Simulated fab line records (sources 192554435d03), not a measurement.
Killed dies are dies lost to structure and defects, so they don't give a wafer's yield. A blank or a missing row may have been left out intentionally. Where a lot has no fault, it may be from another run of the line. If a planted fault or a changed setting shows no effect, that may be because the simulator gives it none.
Chamber matching :: flow n5-finfet :: 4 sister chambers for N5_FIN_CUT_ETCH_30 on rie-diel-05
The step etches underlayer in N2/H2, target depth 13 nm, time 10.4 s. 8 wafers are shown with their chamber, then 12 later ones without.

## WAFERS WITH THEIR CHAMBER
wafer: L079.5
chamber: 2
drypump-motor-current-A (A): 6.6
showerhead-plenum-p-Torr (Torr): 2.55

wafer: L080.1
chamber: 2
drypump-motor-current-A (A): 6.6
showerhead-plenum-p-Torr (Torr): 2.54

wafer: L080.4
chamber: 3
drypump-motor-current-A (A): 5.8
showerhead-plenum-p-Torr (Torr): 2.66

wafer: L081.2
chamber: 3
drypump-motor-current-A (A): 5.9
showerhead-plenum-p-Torr (Torr): 2.66

wafer: L081.6
chamber: 0
drypump-motor-current-A (A): 6.6
showerhead-plenum-p-Torr (Torr): 2.46

wafer: L085.2
chamber: 1
drypump-motor-current-A (A): 5.3
showerhead-plenum-p-Torr (Torr): 2.61

wafer: L085.4
chamber: 0
drypump-motor-current-A (A): 6.6
showerhead-plenum-p-Torr (Torr): 2.46

wafer: L085.6
chamber: 1
drypump-motor-current-A (A): 5.3
showerhead-plenum-p-Torr (Torr): 2.61

## WAFERS MISSING THEIR CHAMBER
wafer: L087.2
drypump-motor-current-A (A): 6.7
showerhead-plenum-p-Torr (Torr): 2.54

wafer: L087.4
drypump-motor-current-A (A): 6.6
showerhead-plenum-p-Torr (Torr): 2.46

wafer: L087.6
drypump-motor-current-A (A): 6.6
showerhead-plenum-p-Torr (Torr): 2.46

wafer: L089.1
drypump-motor-current-A (A): 6.6
showerhead-plenum-p-Torr (Torr): 2.54

wafer: L089.3
drypump-motor-current-A (A): 5.3
showerhead-plenum-p-Torr (Torr): 2.61

wafer: L089.6
drypump-motor-current-A (A): 5.9
showerhead-plenum-p-Torr (Torr): 2.65

wafer: L092.2
drypump-motor-current-A (A): 6.6
showerhead-plenum-p-Torr (Torr): 2.54

wafer: L092.3
drypump-motor-current-A (A): 6.6
showerhead-plenum-p-Torr (Torr): 2.46

wafer: L092.5
drypump-motor-current-A (A): 5.3
showerhead-plenum-p-Torr (Torr): 2.61

wafer: L096.3
drypump-motor-current-A (A): 5.3
showerhead-plenum-p-Torr (Torr): 2.60

wafer: L096.5
drypump-motor-current-A (A): 5.8
showerhead-plenum-p-Torr (Torr): 2.65

wafer: L096.6
drypump-motor-current-A (A): 6.6
showerhead-plenum-p-Torr (Torr): 2.53

## EACH ONE'S CHAMBER
wafer: L087.2
from the rows above: 2
in truth: 2

wafer: L087.4
from the rows above: 0
in truth: 0

wafer: L087.6
from the rows above: 0
in truth: 0

wafer: L089.1
from the rows above: 2
in truth: 2

wafer: L089.3
from the rows above: 1
in truth: 1

wafer: L089.6
from the rows above: 3
in truth: 3

wafer: L092.2
from the rows above: 2
in truth: 2

wafer: L092.3
from the rows above: 0
in truth: 0

wafer: L092.5
from the rows above: 1
in truth: 1

wafer: L096.3
from the rows above: 1
in truth: 1

wafer: L096.5
from the rows above: 3
in truth: 3

wafer: L096.6
from the rows above: 2
in truth: 2
12 of 12 placed correctly. Number that these rows cannot place: 0. Wrongly placed: 0.
How it was worked out, from the rows above alone: a wafer's distance from a chamber is the root of the sum, over the readings, of the square of ((its reading less the chamber's mean) divided by the reading's scatter). The wafer belongs to the nearest chamber; if the next one is less than 2 further off, it can't be placed. The mean given for a chamber averages the wafers shown for that chamber. The scatter is the square root of a quotient: the sum, over the shown wafers, of each reading's squared deviation from its chamber's mean, divided by wafers minus chambers.
